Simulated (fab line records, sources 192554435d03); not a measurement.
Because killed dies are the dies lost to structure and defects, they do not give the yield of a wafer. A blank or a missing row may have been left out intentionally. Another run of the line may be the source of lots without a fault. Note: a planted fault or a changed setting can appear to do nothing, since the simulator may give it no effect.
Matching of chambers	flow n5-finfet	N5_SDB_ETCH_17 on rie-diel-05: 4 sister chambers
The step etches SiARC in CF4, target depth 23.4 nm, time 39 s. 4 wafers are shown with their chamber, then 7 later ones without.

## WAFERS PAIRED WITH THEIR CHAMBERS
wafer	chamber	showerhead-plenum-p-Torr (Torr)
L077.5	2	2.23
L082.3	3	2.12
L088.2	1	2.11
L088.3	0	2.19

## WAFERS WITH NO CHAMBER GIVEN
wafer	showerhead-plenum-p-Torr (Torr)
L088.6	2.19
L091.2	2.11
L091.5	2.19
L091.6	2.11
L094.1	2.11
L094.3	2.10
L094.4	2.19

## EACH ONE'S CHAMBER
wafer	from the rows above	in truth
L088.6	0	0
L091.2	1	1
L091.5	0	0
L091.6	1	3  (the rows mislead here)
L094.1	1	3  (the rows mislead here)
L094.3	1	1
L094.4	0	0
5 of 7 placed correctly. Can't be placed from these rows: 0. Placed wrongly: 2.
How it was worked out, from the rows above alone: a wafer's distance from a chamber is the root of the sum, over the readings, of the square of ((its reading less the chamber's mean) divided by the reading's scatter). The wafer belongs to the nearest chamber; if the next one is less than 2 further off, it can't be placed. A chamber's mean is the mean of its shown wafers. The scatter: with one shown wafer a chamber, the root of the mean of the squares of how far each hidden wafer lies from its nearest shown one.
